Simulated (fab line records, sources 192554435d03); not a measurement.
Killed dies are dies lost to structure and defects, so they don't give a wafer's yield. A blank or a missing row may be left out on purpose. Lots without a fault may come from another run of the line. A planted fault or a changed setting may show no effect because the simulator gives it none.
Split-lot experiment | flow n5_finfet | 7 lots, 39 wafers read, on a route of 1938 steps

THE SPLIT
At N5_MIM_BOT_SPUTTER_00 (material TiN, target thk 35 nm, time 89.7 s), the setting target_thk_a was moved away from the recipe's 350 angstrom on 12 of the 39 wafers read, by -26.3% to +27.4%. The other wafers ran this setting at the recipe's value.

The reading is taken at the split's own step.

THE READING
TiN_of_MIM_BOT_SPUTTER_00.thk_nm (the simulator's own value, which no gauge read), in nm, at N5_MIM_BOT_SPUTTER_00 (material TiN, target thk 35 nm, time 89.7 s). The file gives no usual value for it. The 27 wafers here that ran the recipe average 35.1 nm, standard deviation 0.48 nm.

wafer  | tool, chamber at the split | target_thk_a as run, angstrom | against the recipe | TiN_of_MIM_BOT_SPUTTER_00.thk_nm, nm | against lot-mates on the recipe
L076.1 | pvd_sputter-03, -          | 446                           | +27.4%             | 45                                   | +9.5
L076.2 | pvd_sputter-03, -          | 446                           | +27.4%             | 45.6                                 | +10.1
L076.3 | pvd_sputter-03, -          | 350                           | recipe             | 35.6                                 | -
L076.4 | pvd_sputter-03, -          | 350                           | recipe             | 35.2                                 | -
L076.5 | pvd_sputter-03, -          | 446                           | +27.4%             | 44.8                                 | +9.3
L076.6 | pvd_sputter-03, -          | 350                           | recipe             | 35.8                                 | -
L080.1 | pvd_sputter-01, -          | 350                           | recipe             | 35                                   | -
L080.2 | pvd_sputter-01, -          | 258                           | -26.3%             | 26.4                                 | -9.1
L080.3 | pvd_sputter-01, -          | 350                           | recipe             | 35.2                                 | -
L080.4 | pvd_sputter-01, -          | 350                           | recipe             | 36.4                                 | -
L080.5 | pvd_sputter-01, -          | 258                           | -26.3%             | 26.8                                 | -8.7
L080.6 | pvd_sputter-01, -          | 258                           | -26.3%             | 26.2                                 | -9.3
L082.1 | pvd_sputter-02, -          | 350                           | recipe             | 35                                   | -
L082.4 | pvd_sputter-02, -          | 350                           | recipe             | 35                                   | -
L082.5 | pvd_sputter-02, -          | 350                           | recipe             | 35                                   | -
L082.2 | pvd_sputter-02, -          | 350                           | recipe             | 35.8                                 | -
L082.3 | pvd_sputter-02, -          | 350                           | recipe             | 35.4                                 | -
L082.6 | pvd_sputter-02, -          | 350                           | recipe             | 35.4                                 | -
L085.2 | pvd_sputter-03, -          | 350                           | recipe             | 35                                   | -
L085.4 | pvd_sputter-03, -          | 350                           | recipe             | 35.4                                 | -
L085.5 | pvd_sputter-03, -          | 350                           | recipe             | 35.4                                 | -
L088.1 | pvd_sputter-01, -          | 350                           | recipe             | 34.6                                 | -
L088.2 | pvd_sputter-01, -          | 295                           | -15.7%             | 30                                   | -4.9
L088.3 | pvd_sputter-01, -          | 350                           | recipe             | 35.2                                 | -
L088.4 | pvd_sputter-01, -          | 350                           | recipe             | 35                                   | -
L088.5 | pvd_sputter-01, -          | 295                           | -15.7%             | 29.4                                 | -5.5
L088.6 | pvd_sputter-01, -          | 295                           | -15.7%             | 29.8                                 | -5.1
L091.1 | pvd_sputter-02, -          | 350                           | recipe             | 34.6                                 | -
L091.3 | pvd_sputter-02, -          | 350                           | recipe             | 34.6                                 | -
L091.5 | pvd_sputter-02, -          | 350                           | recipe             | 34.6                                 | -
L091.2 | pvd_sputter-02, -          | 350                           | recipe             | 34.4                                 | -
L091.4 | pvd_sputter-02, -          | 350                           | recipe             | 34.4                                 | -
L091.6 | pvd_sputter-02, -          | 350                           | recipe             | 34.2                                 | -
L097.1 | pvd_sputter-02, -          | 425.1                         | +21.5%             | 41.8                                 | +6.8
L097.2 | pvd_sputter-02, -          | 350                           | recipe             | 35                                   | -
L097.4 | pvd_sputter-02, -          | 350                           | recipe             | 35                                   | -
L097.5 | pvd_sputter-02, -          | 350                           | recipe             | 35                                   | -
L097.3 | pvd_sputter-02, -          | 425.1                         | +21.5%             | 42.8                                 | +7.8
L097.6 | pvd_sputter-02, -          | 425.1                         | +21.5%             | 42.8                                 | +7.8

THE FIT
A straight line over all 39 wafers: TiN_of_MIM_BOT_SPUTTER_00.thk_nm changes by +0.346 nm for each +1% of target_thk_a; r = +0.99; the points scatter about the line by 0.49 nm.
The same after taking each lot's own level away (the mean of its wafers on the recipe; 39 wafers): +0.346 nm for each +1%; r = +1.00; scatter 0.32 nm.
On that fit, the largest move of target_thk_a shifts the reading by 9.5 nm.
The lots' own levels span 34.47 to 35.53 nm, that is 2.2 times the standard deviation above.
So the lot-to-lot level changes the slope little: the two slopes agree.
Check: with one of the wafers moved furthest among these (+27.4%) left out of the fit, the line predicts +9.52 nm for it against its lot-mates. It came out at +9.47 nm against them.

OTHER SPLITS ON THESE WAFERS
These wafers also went through other splits before the reading. Each is held against what the fit with the lots' levels taken away leaves over:
other split on the same wafers    | wafers away from the commonest value | r with TiN_of_MIM_BOT_SPUTTER_00.thk_nm (lot level and that fit taken away)
N5_BEOL_M11_ILD_DEP_00 time_s     | 12                                   | +0.11
N5_BEOL_M12_TRENCH_ETCH_34 time_s | 18                                   | +0.06

THE FILE'S OWN FIT
TiN_of_MIM_BOT_SPUTTER_00.thk_nm changes by +0.346 nm for each +1% of target_thk_a, r = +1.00.
